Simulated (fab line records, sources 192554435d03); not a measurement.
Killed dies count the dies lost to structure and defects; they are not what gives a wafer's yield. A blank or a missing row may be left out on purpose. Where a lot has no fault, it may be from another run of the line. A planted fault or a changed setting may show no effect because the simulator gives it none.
fab line records	flow n5-finfet
[record] lots = 10	wafers = 30	last-day = 18
route steps=1938 shown BEOL_M10@1486 PASSIVATION@1936
lots that met no fault: from a run of the same line without faults
start-h: hours from the record's opening day to when the first of the lot's shown wafers began	wait-h: hours elapsed since this lot's preceding step	" the same as in the row above	L1.1+2: one row covering several wafers at once	- either no value or no given start	* or withheld: withheld	< > ~ a bound
route shown NAME@n: NAME is a module with steps in the file, n the number in the route of the first one	usual: the fault-free wafers' mean and standard deviation	same: alike in all rows	chamber/n: place in a boat	sites: per-site readings	_std_site: standard deviation across them	_edge_site: mean of outer sites minus mean of inner sites	radius-mm: for every site, how far away it sits from the centre of the wafer	mask NAME#n: copy n	behind: the last tool/chamber to shape the wafer	hold: why the lot was held/for how many hours/how that ended	device: which transistor (n, p or np) failed to switch	end of line: tests of these same wafers at the route's end	step lacking rows: just its recipe	killed: dies lost to structure and defects at the first sort, not the wafer's yield	map: shows each die of a wafer: x if killed, . if not, _ if none is there
set.NAME: the run value of the setting; set.NAME@STEP: its run value at that earlier step	model.NAME: the simulator's own value behind a step, which no gauge read
one table for each step of the route and one row for each wafer, over a sample of lots
services: a tool's chamber out of use, with start hour (start-h, from the record's first day; less than 0 if before it), hours out, and reason
[[steps]]
[step N5_BEOL_M10_DESCUM_16]
[recipe] chemistry = O2	time-s = 7.9	source-power-w = 50	bias-power-w = 20	pressure-mtorr = 20	rf-frequency-hz = 2.712e+07	temp-c = 40	resist = CAR-ArF	o2-flow-sccm = 225
[usual] drypump-motor-current-A = 5.9/0.58	oes-product-au = 0.76/0.084	rf-fwd-power-W = 49.43/0.22	rf-vpp-V = 243.1/1.4	showerhead-plenum-p-Torr = 2.08/0.065	throttle-valve-pct = 20.45/0.28
lot.wafer	tool	chamber	start-h	wait-h	drypump-motor-current-A	oes-product-au	rf-fwd-power-W	rf-hours-counter-h	rf-vpp-V	showerhead-plenum-p-Torr	throttle-valve-pct
L412.1	rie-diel-06	0	223.09	0.0	5.8	0.69	49.15	230	239.4	1.96	20.61
L412.4	"	1	"	"	5.5	0.69	49.72	204	241.4	1.99	20.94
L412.6	"	0	"	"	5.7	0.69	49.35	-	241.5	1.96	20.62
L413.3	rie-diel-06	1	229.23	0.0	5.5	0.69	49.40	206	241.0	1.99	20.94
L413.4	"	1	"	"	5.5	0.69	49.53	-	241.5	1.99	20.94
L413.5	"	0	"	"	5.8	0.69	49.45	-	240.8	1.96	20.61
L417.1	rie-diel-02	3	256.03	0.1	5.7	0.70	49.16	230	241.4	2.08	20.80
L417.2	"	1	"	"	6.7	0.81	49.29	107	244.3	2.19	20.09
L417.4	"	0	"	"	5.7	0.76	49.63	175	243.9	2.08	20.54
L418.1	rie-diel-05	0	287.94	0.0	6.4	0.78	49.65	132	242.2	2.08	20.33
L418.3	"	3	"	"	5.4	0.82	49.39	82	243.4	2.03	20.36
L418.6	"	1	"	"	6.6	0.73	49.48	-	245.9	2.10	20.13
L424.1	rie-diel-05	3	313.35	0.0	5.4	0.81	49.48	91	241.7	2.03	20.37
L424.3	"	1	"	"	6.7	0.73	49.83	158	243.0	2.10	20.14
L424.5	"	2	"	"	6.2	0.68	48.92	-	243.0	2.06	20.82
L422.3	rie-diel-05	3	317.38	0.2	5.5	0.81	49.27	92	242.0	2.03	20.38
L422.5	"	2	"	"	6.2	0.68	48.89	-	241.7	2.06	20.82
L422.6	"	1	"	"	6.7	0.73	49.43	-	242.5	2.10	20.14
L432.1	rie-diel-06	3	347.63	0.1	5.0	0.69	49.13	234	242.7	1.99	20.17
L432.4	"	2	"	"	4.9	0.96	49.56	4	244.0	2.13	20.39
L432.6	"	0	"	"	5.8	0.91	49.65	-	244.7	2.21	20.37
L434.2	rie-diel-02	3	365.36	0.2	5.7	0.94	49.27	11	241.3	2.07	20.39
L434.4	"	1	"	"	6.7	0.77	49.54	146	244.3	2.18	20.16
L434.6	"	1	"	"	6.7	0.77	49.39	-	244.5	2.18	20.16
L431.2	rie-diel-05	2	366.49	0.0	6.3	0.97	48.83	2	242.5	2.06	20.45
L431.5	"	0	"	"	6.4	0.76	49.43	-	241.9	2.07	20.40
L431.6	"	1	"	"	6.7	0.71	49.69	-	242.9	2.09	20.17
L433.1	rie-diel-02	0	370.42	0.1	5.7	0.73	49.37	210	244.2	2.07	20.60
L433.3	"	2	"	"	6.1	0.72	49.28	180	243.7	2.08	20.49
L433.4	"	3	"	"	5.7	0.93	49.42	14	242.7	2.07	20.40
[step N5_BEOL_M10_OVL_MEAS_29]
[recipe] points-per-wafer = 44
[usual] V9_OVL = 0.5/0.7
lot.wafer	tool	chamber	start-h	wait-h	V9_OVL[nm]
L412.1	overlay-02	0	224.14	0.0	2.0
L412.4	"	0	"	"	0.8
L412.6	"	0	"	"	0.9
L413.3	overlay-01	0	231.72	0.0	0.1
L413.4	"	0	"	"	0.3
L413.5	"	0	"	"	0.5
L417.1	overlay-01	0	256.92	0.0	1.0
L417.2	"	0	"	"	1.0
L417.4	"	0	"	"	0.9
L418.1	overlay-02	0	289.98	0.0	0.4
L418.3	"	0	"	"	0.6
L418.6	"	0	"	"	0.2
L424.1	overlay-01	0	315.77	0.0	0.9
L424.3	"	0	"	"	0.7
L424.5	"	0	"	"	0.6
L422.3	overlay-01	0	318.73	0.0	1.6
L422.5	"	0	"	"	1.4
L422.6	"	0	"	"	0.4
L432.1	overlay-02	0	350.76	0.0	1.0
L432.4	"	0	"	"	1.2
L432.6	"	0	"	"	1.2
L434.2	overlay-02	0	366.20	0.0	0.1
L434.4	"	0	"	"	0.1
L434.6	"	0	"	"	0.5
L431.2	overlay-02	0	367.49	0.0	-0.2
L431.5	"	0	"	"	1.2
L431.6	"	0	"	"	1.0
L433.1	overlay-02	0	372.72	0.0	0.5
L433.3	"	0	"	"	1.0
L433.4	"	0	"	"	0.4
[step N5_BEOL_M10_VIA_ETCH_34]
[recipe] chemistry = C4F6/O2	target = SiCOH_lowk	target-depth-a = 1845	mask-material = SOC	taper-deg = 4	time-s = 69.2	ion-energy-ev = 250	pressure-mtorr = 30	source-w = 345	bias-w = 185	Ar_flow_sccm = 300	C4F6_flow_sccm = 10	O2_flow_sccm = 10
[usual] drypump-motor-current-A = 6.0/0.54	mfc-ar-sccm = 300.0/0.81	oes_f_703_au = 0.76/0.075	oes_o_777_au = 0.76/0.075	oes-product-au = 0.77/0.081	rf-fwd-power-W = 342.2/1.2	rf-vpp-V = 672/11	showerhead-plenum-p-Torr = 2.85/0.079	throttle-valve-pct = 20.95/0.23
lot.wafer	tool	chamber	start-h	wait-h	drypump-motor-current-A	mfc-ar-sccm	oes_f_703_au	oes_o_777_au	oes-product-au	rf-fwd-power-W	rf-hours-counter-h	rf-vpp-V	showerhead-plenum-p-Torr	throttle-valve-pct
L412.1	rie-diel-05	2	224.41	0.0	6.2	299.2	0.70	0.70	0.70	340.5	212	661	2.84	21.38
L412.4	"	3	"	"	5.5	298.0	0.81	0.81	0.83	341.4	64	676	2.79	20.85
L412.6	"	2	"	"	6.3	300.2	0.70	0.70	0.71	339.9	-	661	2.84	21.34
L413.3	rie-diel-02	2	232.00	0.0	6.1	300.7	0.73	0.73	0.76	341.7	129	673	2.85	20.90
L413.4	"	3	"	"	5.7	300.3	0.73	0.74	0.70	342.8	222	662	2.84	21.21
L413.5	"	3	"	"	5.7	299.6	0.74	0.74	0.70	343.4	-	661	2.83	21.21
L417.1	rie-diel-05	3	257.19	0.0	5.4	300.1	0.79	0.80	0.82	341.2	73	677	2.78	20.87
L417.2	"	2	"	"	6.3	298.7	0.70	0.69	0.69	340.4	221	662	2.84	21.36
L417.4	"	0	"	"	6.4	300.5	0.81	0.80	0.80	344.3	123	680	2.88	21.02
L418.1	rie-diel-02	1	290.25	0.0	6.7	298.2	0.77	0.77	0.78	341.0	118	653	2.99	20.71
L418.3	"	2	"	"	6.1	300.5	0.72	0.71	0.74	342.2	149	676	2.84	20.91
L418.6	"	1	"	"	6.8	298.4	0.77	0.77	0.77	341.5	-	652	2.99	20.72
L424.1	rie-diel-02	0	316.04	0.0	5.7	299.8	0.53	0.57	0.70	260.0	190	794	2.83	21.02
L424.3	"	1	"	"	6.7	300.8	0.55	0.57	0.72	259.5	127	753	2.99	20.72
L424.5	"	1	"	"	6.7	300.6	0.55	0.56	0.72	258.9	-	752	2.99	20.71
L422.3	rie-diel-02	2	318.99	0.0	6.1	301.2	0.50	0.54	0.68	259.2	160	775	2.84	20.91
L422.5	"	0	"	"	5.7	298.9	0.54	0.56	0.70	260.8	-	794	2.83	21.01
L422.6	"	1	"	"	6.7	300.2	0.55	0.57	0.72	260.8	-	751	2.99	20.72
L432.1	rie-diel-05	1	351.03	0.0	6.7	300.7	0.71	0.72	0.71	342.1	172	678	2.86	20.72
L432.4	"	3	"	"	5.4	299.0	0.76	0.78	0.77	342.6	-	677	2.77	20.91
L432.6	"	0	"	"	6.4	299.3	0.78	0.78	0.78	342.9	-	679	2.86	21.07
L434.2	rie-diel-06	2	366.46	0.0	4.9	300.2	0.87	0.86	0.91	343.1	12	676	2.92	21.04
L434.4	"	3	"	"	5.0	299.8	0.67	0.68	0.68	342.7	-	667	2.70	20.57
L434.6	"	2	"	"	4.9	301.0	0.87	0.86	0.91	342.1	-	678	2.92	21.05
L431.2	rie-diel-05	0	367.75	0.0	6.4	300.3	0.78	0.77	0.76	343.6	161	680	2.86	21.07
L431.5	"	1	"	"	6.7	300.2	0.71	0.72	0.71	341.9	-	677	2.86	20.73
L431.6	"	2	"	"	6.3	300.0	0.94	0.94	0.96	341.7	-	662	2.82	21.05
L433.1	rie-diel-05	1	373.08	0.0	6.7	299.4	0.71	0.71	0.71	341.9	180	679	2.86	20.73
L433.3	"	3	"	"	5.4	299.3	0.76	0.77	0.78	341.0	113	674	2.76	20.92
L433.4	"	0	"	"	6.4	300.1	0.77	0.77	0.76	343.4	162	681	2.86	21.07
[step N5_BEOL_M10_STRIP_77]
[recipe] chemistry = N2/H2	time-s = 10	power-w = 450	temp-c = 40	pressure-mtorr = 20	rf-frequency-hz = 6e+07	bias-power-w = 7	n2-flow-sccm = 200	h2-flow-sccm = 200
[usual] drypump-motor-current-A = 6.0/0.54	oes-product-au = 0.77/0.082	rf-vpp-V = 59.2/0.81	showerhead-plenum-p-Torr = 2.53/0.072	throttle-valve-pct = 23.6/0.37
lot.wafer	tool	chamber	start-h	wait-h	drypump-motor-current-A	oes-product-au	rf-hours-counter-h	rf-vpp-V	showerhead-plenum-p-Torr	throttle-valve-pct
L412.1	rie-diel-05	2	-	-	6.2	0.71	212	58.7	2.52	24.3
L412.4	"	3	"	"	5.4	0.84	64	59.5	2.47	23.7
L412.6	"	2	"	"	6.3	0.70	-	59.1	2.52	24.3
L413.3	rie-diel-02	2	-	-	6.1	0.77	129	59.6	2.55	23.7
L413.4	"	3	"	"	5.7	0.70	222	59.1	2.49	23.7
L413.5	"	3	"	"	5.7	0.70	-	59.7	2.49	23.7
L417.1	rie-diel-05	3	-	-	5.5	0.83	73	58.8	2.47	23.7
L417.2	"	2	"	"	6.3	0.70	221	59.8	2.52	24.3
L417.4	"	0	"	"	6.4	0.79	123	59.5	2.55	23.5
L418.1	rie-diel-02	1	-	-	6.7	0.78	118	59.6	2.65	23.0
L418.3	"	2	"	"	6.1	0.74	149	59.2	2.55	23.7
L418.6	"	1	"	"	6.7	0.78	-	58.2	2.65	23.0
L424.1	rie-diel-02	0	-	-	5.7	0.75	190	60.1	2.51	23.5
L424.3	"	1	"	"	6.7	0.78	127	58.5	2.65	23.0
L424.5	"	1	"	"	6.7	0.79	-	59.3	2.65	23.0
L422.3	rie-diel-02	2	-	-	6.1	0.74	160	59.5	2.54	23.7
L422.5	"	0	"	"	5.7	0.74	-	58.7	2.51	23.5
L422.6	"	1	"	"	6.7	0.77	-	58.1	2.65	23.0
L432.1	rie-diel-05	1	-	-	6.7	0.71	172	60.3	2.52	23.3
L432.4	"	3	"	"	5.4	0.79	-	58.2	2.45	23.7
L432.6	"	0	"	"	6.5	0.77	-	60.3	2.54	23.6
L434.2	rie-diel-06	2	-	-	4.9	0.93	12	59.9	2.59	23.6
L434.4	"	3	"	"	5.0	0.69	-	58.2	2.41	23.2
L434.6	"	2	"	"	4.9	0.93	-	59.2	2.60	23.6
L431.2	rie-diel-05	0	-	-	6.4	0.77	161	59.2	2.53	23.6
L431.5	"	1	"	"	6.7	0.70	-	59.4	2.52	23.3
L431.6	"	2	"	"	6.3	0.98	-	57.7	2.51	24.0
L433.1	rie-diel-05	1	-	-	6.7	0.71	180	58.6	2.52	23.3
L433.3	"	3	"	"	5.5	0.78	113	58.8	2.45	23.7
L433.4	"	0	"	"	6.4	0.76	162	59.0	2.53	23.6
[step N5_PASSIVATION_PROBE_49]
[usual] defect-limited-yield = 91.4/1.5	killed_at_M0_to_M3 = 33/11	killed_at_M4_up = 14/5.3	killed-at-contacts = 13/6.2	killed-at-front-end = 39/13	killed-at-other = 3.1/2.8	killed-dies = 102/17	killed-on-rim = 13/3.8	killed-open = 68/13	killed-short = 32/7.8	sort_bin_5_function = 5.1/0.95	sort_bin_6_memory = 3.2/0.7	sort-n-pass = 1078/18	sort-yield-pct = 91.3/1.5
[same] gross-dies = 1180	killed-at-back-side = 0	sort_bin_4_leakage[%] = 0	sort_bin_8_speed[%] = 0
lot.wafer	tool	chamber	start-h	wait-h	defect-limited-yield[%]	killed_at_M0_to_M3	killed_at_M4_up	killed-at-contacts	killed-at-front-end	killed-at-other	killed-dies	killed-on-rim	killed-open	killed-short	sort_bin_5_function[%]	sort_bin_6_memory[%]	sort-n-pass	sort-yield-pct[%]
L412.1	prober-01	-	274.47	0.0	94.7	20	12	8	20	3	63	5	35	27	3.1	2.1	1117	94.7
L412.4	prober-01	-	274.62	0.2	91.8	42	17	10	24	4	97	13	58	35	4.5	3.2	1083	91.8
L412.6	prober-01	-	274.72	0.3	91.3	36	12	16	33	6	103	12	62	37	5.1	3.0	1077	91.3
L413.3	prober-01	-	282.14	0.1	92.5	26	19	3	39	1	88	13	51	32	4.4	2.6	1092	92.5
L413.4	prober-01	-	282.19	0.2	90.8	51	9	3	45	1	109	7	67	41	5.4	3.5	1071	90.8
L413.5	prober-01	-	282.24	0.2	92.2	38	12	10	28	4	92	7	60	30	5.1	2.7	1088	92.2
L417.1	prober-01	-	309.99	0.0	91.4	32	10	15	43	1	101	8	81	20	4.9	3.6	1079	91.4
L417.2	prober-01	-	310.04	0.1	91.6	32	12	18	37	0	99	15	72	27	5.5	2.7	1081	91.6
L417.4	prober-01	-	310.14	0.2	90.9	42	20	9	35	1	107	16	69	38	5.3	3.2	1073	90.9
L418.1	prober-01	-	336.63	0.3	91.4	30	23	5	41	2	101	17	67	34	5.0	3.4	1079	91.4
L418.3	prober-01	-	336.73	0.4	90.6	31	16	8	55	1	111	19	68	38	5.8	3.1	1069	90.6
L418.6	prober-01	-	336.88	0.5	90.8	35	19	12	41	2	109	13	77	32	4.9	4.2	1071	90.8
L424.1	prober-01	-	371.70	0.0	93.4	19	19	6	28	6	78	11	51	24	4.1	2.5	1102	93.4
L424.3	prober-01	-	371.80	0.1	90.8	35	22	5	45	1	108	15	70	36	5.5	3.4	1072	90.8
L424.5	prober-01	-	371.90	0.2	91.2	38	16	4	38	8	104	18	62	42	5.3	2.9	1076	91.2
L422.3	prober-02	-	372.97	0.1	90.9	25	11	20	38	13	107	11	71	35	4.9	3.8	1073	90.9
L422.5	prober-02	-	373.07	0.2	90.6	29	29	11	33	9	111	16	77	34	5.6	3.4	1069	90.6
L422.6	prober-02	-	373.12	0.3	92.2	35	15	14	25	3	92	8	68	24	5.7	2.1	1088	92.2
L432.1	prober-01	-	404.50	0.0	92.5	44	9	9	26	1	89	13	65	24	4.4	3.0	1091	92.5
L432.4	prober-01	-	404.65	0.2	90.3	36	20	19	37	3	115	16	73	42	5.9	3.5	1065	90.3
L432.6	prober-01	-	404.75	0.3	95.0	20	10	12	16	1	59	6	35	24	2.6	2.3	1121	95.0
L434.2	prober-02	-	419.96	0.1	92.1	34	7	11	41	0	93	8	66	27	4.7	3.1	1087	92.1
L434.4	prober-02	-	420.06	0.2	91.8	37	18	10	32	0	97	15	70	25	4.6	3.3	1083	91.8
L434.6	prober-02	-	420.16	0.3	92.5	37	12	9	29	2	89	11	62	26	4.6	2.9	1091	92.5
L431.2	prober-02	-	422.91	0.1	90.2	56	6	6	45	3	116	16	65	41	4.8	3.9	1064	90.2
L431.5	prober-02	-	423.06	0.2	89.6	34	13	18	56	2	123	14	84	36	6.8	3.1	1057	89.6
L431.6	prober-02	-	423.11	0.3	89.0	46	13	14	55	2	130	21	76	52	6.4	3.9	1050	89.0
L433.1	prober-01	-	427.37	0.0	92.3	19	20	11	34	7	91	7	64	26	4.7	2.8	1089	92.3
L433.3	prober-01	-	427.47	0.1	94.6	21	12	7	20	4	64	12	40	24	3.6	1.4	1116	94.6
L433.4	prober-01	-	427.52	0.2	92.5	19	17	10	39	3	88	9	56	32	3.6	3.1	1092	92.5
// killed by level:class
L412.1 MOL_CONTACT_COAG:geometric-particle:open=5 BEOL_M0_SAQP:geometric-particle:short=5 BEOL_M4:geometric-particle:open=5 DUMMY_GATE:geometric-particle:open=4 STARTING-WAFER:geometric-particle:short=4 ILD0:geometric-particle:short=3 MOL_CONTACT_COAG:geometric-particle:short=3 BEOL_M0_SAQP:geometric-particle:open=3
L412.4 BEOL_M2:geometric-particle:open=11 MOL_CONTACT_COAG:geometric-particle:open=8 BEOL_M1:geometric-particle:short=7 BEOL_M0_SAQP:geometric-particle:short=6 BEOL_M1:geometric-particle:open=6 BEOL_M4:geometric-particle:open=6 GATE_CUT:geometric-particle:short=4 BEOL_M0_SAQP:geometric-particle:open=4
L412.6 MOL_CONTACT_COAG:geometric-particle:open=15 FIN_SAQP:geometric-particle:open=9 BEOL_M3:geometric-particle:open=7 BEOL_M0_SAQP:geometric-particle:short=6 BEOL_M1:geometric-particle:short=6 FIN_SAQP:geometric-particle:short=4 STI_FIN_REVEAL:geometric-particle:open=4 BEOL_M0:geometric-particle:open=4
L413.3 STI_FIN_REVEAL:geometric-particle:open=11 BEOL_M0_SAQP:geometric-particle:short=11 FIN_SAQP:geometric-particle:short=8 BEOL_M0_SAQP:geometric-particle:open=6 BEOL_M4:geometric-particle:open=6 FIN_SAQP:geometric-particle:open=5 DUMMY_GATE:geometric-particle:open=3 GATE_CUT:geometric-particle:short=3
L413.4 FIN_SAQP:geometric-particle:open=16 BEOL_M0_SAQP:geometric-particle:short=15 BEOL_M0_SAQP:geometric-particle:open=12 STI_FIN_REVEAL:geometric-particle:open=8 BEOL_M2:geometric-particle:open=7 FIN_SAQP:geometric-particle:short=5 BEOL_M1:geometric-particle:open=5 STARTING-WAFER:geometric-particle:short=5
L413.5 BEOL_M0_SAQP:geometric-particle:short=12 BEOL_M0_SAQP:geometric-particle:open=11 MOL_CONTACT_COAG:geometric-particle:open=9 FIN_SAQP:geometric-particle:open=8 STI_FIN_REVEAL:geometric-particle:open=5 BEOL_M4:geometric-particle:open=5 FIN_SAQP:geometric-particle:short=4 BEOL_M1:geometric-particle:open=4
L417.1 MOL_CONTACT_COAG:geometric-particle:open=13 BEOL_M3:geometric-particle:open=12 FIN_SAQP:geometric-particle:open=10 STI_FIN_REVEAL:geometric-particle:open=8 BEOL_M0_SAQP:geometric-particle:open=8 BEOL_M1:geometric-particle:open=7 STARTING-WAFER:geometric-particle:open=6 FIN_SAQP:geometric-particle:short=5
L417.2 MOL_CONTACT_COAG:geometric-particle:open=16 STI_FIN_REVEAL:geometric-particle:open=10 FIN_SAQP:geometric-particle:short=9 FIN_SAQP:geometric-particle:open=8 BEOL_M3:geometric-particle:open=7 BEOL_M0:geometric-particle:open=6 BEOL_M2:geometric-particle:open=6 BEOL_M1:geometric-particle:open=5
L417.4 BEOL_M0_SAQP:geometric-particle:short=12 MOL_CONTACT_COAG:geometric-particle:open=8 BEOL_M2:geometric-particle:open=7 BEOL_M4:geometric-particle:open=7 BEOL_M3:geometric-particle:open=6 BEOL_M0_SAQP:geometric-particle:open=6 FIN_SAQP:geometric-particle:short=5 BEOL_M1:geometric-particle:open=5
L418.1 FIN_SAQP:geometric-particle:open=16 BEOL_M3:geometric-particle:open=11 BEOL_M4:geometric-particle:open=10 FIN_SAQP:geometric-particle:short=9 BEOL_M0_SAQP:geometric-particle:short=8 MOL_CONTACT_COAG:geometric-particle:open=5 BEOL_M8:geometric-particle:open=5 BEOL_M0_SAQP:geometric-particle:open=3
L418.3 FIN_SAQP:geometric-particle:open=17 STI_FIN_REVEAL:geometric-particle:open=8 BEOL_M0_SAQP:geometric-particle:short=8 FIN_SAQP:geometric-particle:short=7 BEOL_M0_SAQP:geometric-particle:open=7 DUMMY_GATE:geometric-particle:open=6 MOL_CONTACT_COAG:geometric-particle:open=5 BEOL_M1:geometric-particle:short=5
L418.6 BEOL_M4:geometric-particle:open=13 FIN_SAQP:geometric-particle:open=10 DUMMY_GATE:geometric-particle:open=8 MOL_CONTACT_COAG:geometric-particle:open=8 BEOL_M2:geometric-particle:open=8 FIN_SAQP:geometric-particle:short=7 BEOL_M0_SAQP:geometric-particle:open=7 BEOL_M3:geometric-particle:open=7
L424.1 BEOL_M4:geometric-particle:open=14 FIN_SAQP:geometric-particle:open=9 FIN_SAQP:geometric-particle:short=5 BEOL_M1:geometric-particle:short=5 MOL_CONTACT_COAG:geometric-particle:open=4 BEOL_M1:geometric-particle:open=4 BEOL_M0:geometric-particle:open=3 BEOL_M3:geometric-particle:open=3
L424.3 FIN_SAQP:geometric-particle:open=14 BEOL_M4:geometric-particle:open=13 FIN_SAQP:geometric-particle:short=11 BEOL_M2:geometric-particle:open=9 BEOL_M0_SAQP:geometric-particle:short=5 BEOL_M1:geometric-particle:open=5 BEOL_M3:geometric-particle:open=5 BEOL_M0_SAQP:geometric-particle:open=4
L424.5 BEOL_M4:geometric-particle:open=12 BEOL_M1:geometric-particle:open=11 BEOL_M0_SAQP:geometric-particle:open=8 FIN_SAQP:geometric-particle:open=6 GATE_CUT:geometric-particle:short=6 BEOL_M0_SAQP:geometric-particle:short=6 FIN_SAQP:geometric-particle:short=5 DUMMY_GATE:geometric-particle:open=5
L422.3 MOL_CONTACT_COAG:geometric-particle:open=15 FIN_SAQP:geometric-particle:open=9 FIN_SAQP:geometric-particle:short=6 BEOL_M0_SAQP:geometric-particle:open=6 BEOL_M3:geometric-particle:open=6 STI_FIN_REVEAL:geometric-particle:open=5 DUMMY_GATE:geometric-particle:open=5 BEOL_M0_SAQP:geometric-particle:short=5
L422.5 BEOL_M4:geometric-particle:open=15 STI_FIN_REVEAL:geometric-particle:open=10 MOL_CONTACT_COAG:geometric-particle:open=8 BEOL_M2:geometric-particle:open=7 BEOL_M0_SAQP:geometric-particle:short=5 BEOL_M3:geometric-particle:open=5 BEOL_M0_SAQP:geometric-particle:open=4 BEOL_M5:geometric-particle:open=4
L422.6 BEOL_M3:geometric-particle:open=16 MOL_CONTACT_COAG:geometric-particle:open=12 BEOL_M4:geometric-particle:open=7 BEOL_M0_SAQP:geometric-particle:short=5 BEOL_M2:geometric-particle:open=5 STI_FIN_REVEAL:geometric-particle:open=4 DUMMY_GATE:geometric-particle:open=4 BEOL_M0:geometric-particle:open=4
L432.1 BEOL_M0_SAQP:geometric-particle:open=19 BEOL_M0_SAQP:geometric-particle:short=11 MOL_CONTACT_COAG:geometric-particle:open=8 FIN_SAQP:geometric-particle:open=5 DUMMY_GATE:geometric-particle:open=4 BEOL_M2:geometric-particle:open=4 BEOL_M3:geometric-particle:open=4 STARTING-WAFER:geometric-particle:open=4
L432.4 BEOL_M0_SAQP:geometric-particle:short=16 MOL_CONTACT_COAG:geometric-particle:open=15 BEOL_M0_SAQP:geometric-particle:open=13 BEOL_M4:geometric-particle:open=9 FIN_SAQP:geometric-particle:short=7 STI_FIN_REVEAL:geometric-particle:open=7 FIN_SAQP:geometric-particle:open=6 STARTING-WAFER:geometric-particle:open=5
L432.6 MOL_CONTACT_COAG:geometric-particle:open=10 BEOL_M0_SAQP:geometric-particle:open=8 BEOL_M0_SAQP:geometric-particle:short=7 BEOL_M2:geometric-particle:short=4 BEOL_M6:geometric-particle:open=4 FIN_SAQP:geometric-particle:short=3 FIN_SAQP:geometric-particle:open=3 STARTING-WAFER:geometric-particle:short=3
L434.2 FIN_SAQP:geometric-particle:open=21 BEOL_M3:geometric-particle:open=13 MOL_CONTACT_COAG:geometric-particle:open=8 FIN_SAQP:geometric-particle:short=7 BEOL_M0_SAQP:geometric-particle:open=5 BEOL_M0_SAQP:geometric-particle:short=5 BEOL_M1:geometric-particle:open=5 DUMMY_GATE:geometric-particle:open=4
L434.4 MOL_CONTACT_COAG:geometric-particle:open=10 BEOL_M0_SAQP:geometric-particle:open=10 BEOL_M1:geometric-particle:open=8 STARTING-WAFER:geometric-particle:open=8 BEOL_M0_SAQP:geometric-particle:short=6 BEOL_M4:geometric-particle:open=6 STI_FIN_REVEAL:geometric-particle:open=5 BEOL_M3:geometric-particle:open=5
L434.6 BEOL_M1:geometric-particle:open=9 BEOL_M3:geometric-particle:open=9 MOL_CONTACT_COAG:geometric-particle:open=8 BEOL_M5:geometric-particle:open=7 BEOL_M0_SAQP:geometric-particle:open=6 BEOL_M0_SAQP:geometric-particle:short=6 FIN_SAQP:geometric-particle:open=5 DUMMY_GATE:geometric-particle:short=4
L431.2 BEOL_M0_SAQP:geometric-particle:short=11 BEOL_M0_SAQP:geometric-particle:open=10 BEOL_M3:geometric-particle:open=10 STI_FIN_REVEAL:geometric-particle:open=9 FIN_SAQP:geometric-particle:open=8 BEOL_M2:geometric-particle:open=8 HKMG_FIN:area-etch=8 FIN_SAQP:geometric-particle:short=7
L431.5 MOL_CONTACT_COAG:geometric-particle:open=15 FIN_SAQP:geometric-particle:open=12 STI_FIN_REVEAL:geometric-particle:open=12 BEOL_M0_SAQP:geometric-particle:open=9 BEOL_M0_SAQP:geometric-particle:short=9 FIN_SAQP:geometric-particle:short=6 DUMMY_GATE:geometric-particle:open=6 BEOL_M2:geometric-particle:open=5
L431.6 FIN_SAQP:geometric-particle:open=12 FIN_SAQP:geometric-particle:short=9 BEOL_M2:geometric-particle:open=9 STARTING-WAFER:geometric-particle:short=9 MOL_CONTACT_COAG:geometric-particle:open=8 BEOL_M0_SAQP:geometric-particle:open=8 BEOL_M0_SAQP:geometric-particle:short=7 BEOL_M1:geometric-particle:open=7
L433.1 MOL_CONTACT_COAG:geometric-particle:open=10 BEOL_M4:geometric-particle:open=10 GATE_CUT:geometric-particle:short=8 FIN_SAQP:geometric-particle:open=7 BEOL_M0_SAQP:geometric-particle:open=6 FIN_SAQP:geometric-particle:short=4 GATE_CUT:geometric-particle:open=4 BEOL_M0_SAQP:geometric-particle:short=4
L433.3 BEOL_M2:geometric-particle:open=7 MOL_CONTACT_COAG:geometric-particle:open=6 GATE_CUT:geometric-particle:open=5 BEOL_M4:geometric-particle:open=5 GATE_CUT:geometric-particle:short=4 FIN_SAQP:geometric-particle:short=3 FIN_SAQP:geometric-particle:open=3 STI_FIN_REVEAL:geometric-particle:short=3
L433.4 BEOL_M4:geometric-particle:open=9 FIN_SAQP:geometric-particle:short=8 FIN_SAQP:geometric-particle:open=7 MOL_CONTACT_COAG:geometric-particle:open=6 BEOL_M2:geometric-particle:open=6 STI_FIN_REVEAL:geometric-particle:open=5 GATE_CUT:geometric-particle:open=5 BEOL_M0_SAQP:geometric-particle:short=5
[[services]]
tool	chamber	start-h	hours	kind
rie-diel-02	-	212.23	1.0	repair
rie-diel-06	-	227.77	0.4	repair
rie-diel-05	3	229.94	6.9	repair
rie-diel-05	2	235.44	7.4	repair
rie-diel-05	-	260.09	1.4	repair
rie-diel-06	0	287.51	-	clean
rie-diel-06	0	287.51	-	consumable-replace:focus-ring
rie-diel-06	0	287.51	-	consumable-replace:showerhead
rie-diel-06	0	287.51	16.2	scheduled-down
rie-diel-06	0	287.51	16.2	vent-cycle
rie-diel-02	0	294.09	10.7	repair
rie-diel-06	2	303.85	-	clean
rie-diel-06	2	303.85	-	consumable-replace:focus-ring
rie-diel-06	2	303.85	30.6	scheduled-down
rie-diel-06	2	303.85	30.6	vent-cycle
rie-diel-06	1	306.01	2.9	repair
rie-diel-02	3	315.16	-	clean
rie-diel-02	3	315.16	-	consumable-replace:focus-ring
rie-diel-02	3	315.16	17.9	scheduled-down
rie-diel-02	3	315.16	17.9	vent-cycle
rie-diel-05	2	344.72	-	clean
rie-diel-05	2	344.72	-	consumable-replace:focus-ring
rie-diel-05	2	344.72	15.0	scheduled-down
rie-diel-05	2	344.72	15.0	vent-cycle
[[key]]
[first-sign] step = N5_BEOL_M10_VIA_ETCH_34	reading = rf-fwd-power-W	direction = down	sigmas = 67	usual = *	struck = *
[effect] step = N5_BEOL_M10_VIA_ETCH_34	reading = rf-vpp-V	direction = up	sigmas = 8.7	usual = 672	struck = 770
met-at N5_BEOL_M10_VIA_ETCH_34
struck-lots L422,L424
not-acting-at N5_BEOL_M10_DESCUM_16,N5_BEOL_M10_OVL_MEAS_29,N5_BEOL_M10_STRIP_77
onset-between 290.25 316.04
[fault] kind = process-parameter-drift	tool = rie-diel-02	chamber = -	onset-h = 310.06	steps = N5_BEOL_M10_VIA_ETCH_34	channel = source-w	offset = -82.8	shape = step	end-h = 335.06	acts-in = these-recipes-only	stated = 345
